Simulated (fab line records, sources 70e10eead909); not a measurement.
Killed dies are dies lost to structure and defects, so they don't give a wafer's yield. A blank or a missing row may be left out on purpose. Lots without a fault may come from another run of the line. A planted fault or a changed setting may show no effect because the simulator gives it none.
A struck lot beside a sound one | flow nand_harc | 15 steps out of a route of 1302
Sound: wafers L330.3, L330.5, L330.6. Struck: wafers L343.1, L343.2, L343.4. The cause comes at the end.
At each step with rows: each side's tool, then ch and its chambers, then its first start. Under that, the readings that differ: sound wafers | struck wafers | difference of the means | sigmas: that difference in standard deviations of wafers without a fault.
alike: readings whose means differ by less than 2 such deviations, and words and numbers that are the same on both sides. not compared: withheld readings, readings that some wafer has no value for, bounds like >300 that may hide the same value, and numbers for which the record gives no deviation and whose values overlap.
The two part at a step that has a row with sigmas, a row that says differs or no value, or rows on one side only. Numbers that don't overlap but have no deviation are shown without sigmas and don't part them. A reading that every wafer of one side lacks parts them only if that side has two wafers or more.

NHARC_THIN_TSV_ETCH_44: etches the open film in CF4/O2, target depth 1594.2 nm, time 797.1 s.
  sound on rie_diel-03 ch 2,3, day 27 09:44; struck on rie_diel-01 ch 1,2,3, day 32 14:32
  alike: drypump_motor_current_A, oes_product_au, rf_vpp_V, showerhead_plenum_p_Torr, throttle_valve_pct
  not compared: rf_hours_counter_h
then, 1 step without rows for these wafers: NHARC_THIN_TSV_ETCH_15 (target depth 3000 nm, bosch target overetch cycles 2, bosch etch step 2.8 s).
NHARC_THIN_TSV_CD_MEAS_16:
  sound on cd_sem-03, day 27 10:28; struck on cd_sem-02, day 32 15:14
  alike: cd_nm
then, 3 steps without rows for these wafers: NHARC_THIN_TSV_STRIP_45 (strips in O2); NHARC_THIN_TSV_STRIP_46 (strips in post etch residue remover, time 1200 s); NHARC_THIN_TSV_DEP_47 (deposits SiO2, target thk 200 nm).
NHARC_THIN_TSV_ETCHBACK_48: etches the open film in C4F8/Ar, target depth 1028.5 nm, time 405.17 s.
  sound on rie_diel-01 ch 1,2,3, day 27 12:08; struck on rie_diel-01 ch 1,2,3, day 32 16:31
  alike: oes_product_au, rf_vpp_V
  not compared: rf_hours_counter_h
NHARC_THIN_TSV_STRIP_62: strips in N2/H2, time 20 s.
  sound on plasma_asher-01 ch 0,1, day 27 12:29; struck on plasma_asher-01 ch 0,1, day 32 16:52
  alike: drypump_motor_current_A, heater_power_w
  not compared: rf_hours_counter_h
then, 2 steps without rows for these wafers: NHARC_THIN_TSV_DEGAS_49 (time 120 s); NHARC_THIN_TSV_PRE_CLEAN_50 (time 30 s).
NHARC_THIN_TSV_PVD_19: deposits TaN, target thk 20 nm.
  sound on pvd_sputter-02; struck on pvd_sputter-02
  alike: throttle_valve_pct
NHARC_THIN_TSV_PVD_51: deposits Cu, target thk 100 nm.
  sound on pvd_sputter-02; struck on pvd_sputter-02
  alike: throttle_valve_pct
NHARC_THIN_TSV_ECD_20: material Cu, target thk 2000 nm.
  sound on ecd_cu-02 ch 0,1, day 27 13:20; struck on ecd_cu-02 ch 0,1, day 32 18:27
then, 1 step without rows for these wafers: NHARC_THIN_TSV_ANNEAL_52 (time 90 s).
NHARC_END_SORT_01:
  sound on prober-01 ch 0, day 28 02:10; struck on prober-01 ch 0, day 33 09:58
  alike: defect_limited_yield, killed_at_array, killed_at_other, killed_at_periphery, killed_dies, killed_open, killed_short, sort_bin_2_pct, sort_bin_3_pct, sort_bin_4_pct, sort_n_pass, sort_rim_yield_pct, sort_yield_pct

WHERE THEY PART
Nowhere in this record.

WHY: what the simulator had put in
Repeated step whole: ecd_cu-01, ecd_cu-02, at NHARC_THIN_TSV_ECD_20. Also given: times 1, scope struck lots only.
